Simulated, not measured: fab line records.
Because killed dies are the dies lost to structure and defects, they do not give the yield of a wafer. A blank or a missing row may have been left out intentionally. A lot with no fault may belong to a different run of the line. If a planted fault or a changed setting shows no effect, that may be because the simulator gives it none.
Which tool did it? + flow nandHarc + 18 wafers from 6 lots sampled at 5 of the route's 1302 steps

== WHAT THE GAUGES SHOWED, per wafer ==
NHARC_END_SORT_01.
| lot  | measured     | on        | killedAtArray |
|------|--------------|-----------|---------------|
| L115 | day 30 08:07 | prober-02 | 58 73 58      |
| L117 | day 31 01:42 | prober-01 | 64 70 69      |

== EACH LOT AND THE TOOL THAT RAN IT (in order: tool; ch and the chambers of the sampled wafers; start) ==
| lot  | NHARC_P_STI_ETCH_42              | NHARC_A_BONDPAD_CMP_19        | NHARC_THIN_TSV_PRE_CLEAN_50            | NHARC_THIN_TSV_DEGAS_53     |
|------|----------------------------------|-------------------------------|----------------------------------------|-----------------------------|
| L103 | rieDiel-08 ch 1,2,3, day 3 15:26 | cmp-02 ch 0,1,3, day 24 11:45 | pvdSputter-02, day 25 08:54 or earlier | pvdSputter-02, day 25 08:54 |
| L105 | rieDiel-12 ch 0,2, day 4 14:24   | cmp-03 ch 0,1,2, day 24 12:04 | pvdSputter-01, day 25 07:35 or earlier | pvdSputter-03, day 25 07:35 |
| L109 | rieDiel-09 ch 0,1,2, day 6 02:26 | cmp-04 ch 0,2,3, day 25 15:50 | pvdSputter-01, day 26 11:05 or earlier | pvdSputter-03, day 26 11:05 |
| L112 | rieDiel-12 ch 0,1, day 7 09:34   | cmp-03 ch 1,2,3, day 27 14:59 | pvdSputter-01, day 28 07:08 or earlier | pvdSputter-02, day 28 07:08 |
| L115 | rieDiel-12 ch 0,3, day 8 14:31   | cmp-04 ch 0,1,3, day 29 02:19 | pvdSputter-01, day 29 21:58 or earlier | pvdSputter-03, day 29 21:58 |
| L117 | rieDiel-12 ch 0,1,3, day 9 14:40 | cmp-04 ch 2,3, day 29 22:07   | pvdSputter-01, day 30 15:40 or earlier | pvdSputter-01, day 30 15:40 |
- NHARC_P_STI_ETCH_42: etches the open film in N2/H2, target depth 80 nm, overetch 24 nm, time 61 s.
- NHARC_A_BONDPAD_CMP_19: polishes, t overpolish 30 s, cu recess touch 16 s, target thk 169.82 nm.
- NHARC_THIN_TSV_PRE_CLEAN_50: time 30 s.
- NHARC_THIN_TSV_DEGAS_53: time 60 s.

== THE ANSWER, worked out from the rows above alone ==
Rule: the lots themselves supply what counts as usual. The widest of any qualifying gaps counts: lots, ordered by their means at a reading, are off when they make up no more than a third of the lots, leave a main group of 4 or more, and stand apart from it by 3 or more times the standard deviation of that group's means. A main group whose means are all the same, to the digits that the tables above print for the reading, isn't used. A lot without any number at a reading at which 4 lots or more have one is off too. Any other lot the step has rows for is counted as sound.
Nothing can be told from this: no lot is off at any reading shown.

== WHAT THE SIMULATOR HAD INSERTED ==
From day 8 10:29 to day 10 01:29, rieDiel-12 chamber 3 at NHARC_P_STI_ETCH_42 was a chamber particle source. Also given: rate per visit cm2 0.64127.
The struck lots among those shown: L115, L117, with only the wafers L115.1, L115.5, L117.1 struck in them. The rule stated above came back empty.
